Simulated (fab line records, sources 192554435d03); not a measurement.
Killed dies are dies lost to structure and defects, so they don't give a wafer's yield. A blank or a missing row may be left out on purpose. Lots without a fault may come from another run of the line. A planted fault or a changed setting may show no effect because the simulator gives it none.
One fault seen from 2 desks | flow n5_finfet | each desk has only its own numbers; what lay behind them comes last

THE METROLOGY DESK
What the gauges read, lot by lot, whatever tool the lot ran on: means of the sampled wafers that have a number. A lot is out of limits, marked OUT, if its mean lies more than 4 standard deviations from the usual mean; the brackets give that distance. Of its 11 readings 7 are shown: the one that was out of limits first, and those that lie furthest out on some lot.
Columns: A = cd_nm at N5_BEOL_M4_CD_MEAS_28, usual 26.21 nm; B = DIBL_N at N5_BEOL_M4_RC_MEAS_101, usual 36.5 mV/V; C = IOFF_P at N5_BEOL_M4_RC_MEAS_101, usual 0.219 nA/um; D = ION_N at N5_BEOL_M4_RC_MEAS_101, usual 675 uA/um; E = SS_N at N5_BEOL_M4_RC_MEAS_101, usual 71.5 mV/dec; F = VT_N at N5_BEOL_M4_RC_MEAS_101, usual 249.7 mV; G = VT_P at N5_BEOL_M4_RC_MEAS_101, usual -250 mV
lot  | first seen here | A                | B    | C     | D   | E    | F     | G
L114 | day 7 21:45     | 26.10            | 37.3 | 0.222 | 668 | 71.3 | 253.4 | -249
L116 | day 8 16:13     | 25.96            | 35.4 | 0.200 | 668 | 71.3 | 252.1 | -253
L123 | day 10 13:33    | 26.20            | 37.0 | 0.219 | 679 | 71.5 | 250.1 | -250
L126 | day 10 19:58    | 26.19            | 35.6 | 0.262 | 672 | 72.3 | 247.4 | -245
L127 | day 11 09:00    | 25.11 (-5.0) OUT | 35.3 | 0.215 | 673 | 71.5 | 252.1 | -250
L129 | day 11 09:59    | 24.95 (-5.7) OUT | 34.9 | 0.195 | 670 | 70.8 | 251.3 | -251
L128 | day 12 05:18    | 25.67            | 38.4 | 0.212 | 675 | 71.9 | 248.0 | -253
L132 | day 12 06:10    | 26.24            | 37.7 | 0.232 | 686 | 71.6 | 247.6 | -250
L135 | day 13 16:42    | 26.03            | 34.7 | 0.210 | 677 | 71.5 | 250.7 | -249
This desk's finding: out of limits on L127, L129; first on L127, day 11 09:00 (cd_nm at N5_BEOL_M4_CD_MEAS_28). In limits: L114, L116, L123, L126, L128, L132, L135.

THE TOOL OWNER'S DESK: euv_scanner-01
The tool's own readings at N5_BEOL_M4_EXPOSE_25 (exposes mask V3, defocus 5 nm): means of the sampled wafers that have a number, for each lot that ran on this tool. A lot is out of limits, marked OUT, if its mean lies more than 4 standard deviations from the usual mean; the brackets give that distance.
Columns: A = exposure_dose_mJ_cm2 at N5_BEOL_M4_EXPOSE_25, usual 62.76
lot  | first seen here | A
L116 | day 8 16:05     | 62.74
L123 | day 10 13:25    | 62.73
L126 | day 10 19:49    | 62.69
L127 | day 11 08:52    | 58.44 (-63) OUT
L129 | day 11 09:50    | 59.34 (-50) OUT
L128 | day 12 05:10    | 60.06 (-39) OUT
This desk's finding: out of limits on L127, L128, L129; first on L127, day 11 08:52 (exposure_dose_mJ_cm2 at N5_BEOL_M4_EXPOSE_25). In limits: L116, L123, L126.

PUT TOGETHER
The tool owner's desk could have raised an alarm at day 11 08:52, on L127, L128, L129.
The metrology desk could have raised an alarm at day 11 09:00, on L127, L129.
The metrology desk has L128 on record, within its limits.
Of the lots named, all ran N5_BEOL_M4_EXPOSE_25 on euv_scanner-01.

WHAT THE SIMULATOR HAD PUT IN
Process parameter drift: euv_scanner-01, from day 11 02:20 on, at N5_BEOL_M4_EXPOSE_25. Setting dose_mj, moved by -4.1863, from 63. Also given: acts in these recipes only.
Lots struck among those shown: L127, L128, L129.
Hours from the fault's start to each desk's first reading out of limits: the tool owner's desk, 7; the metrology desk, 7.
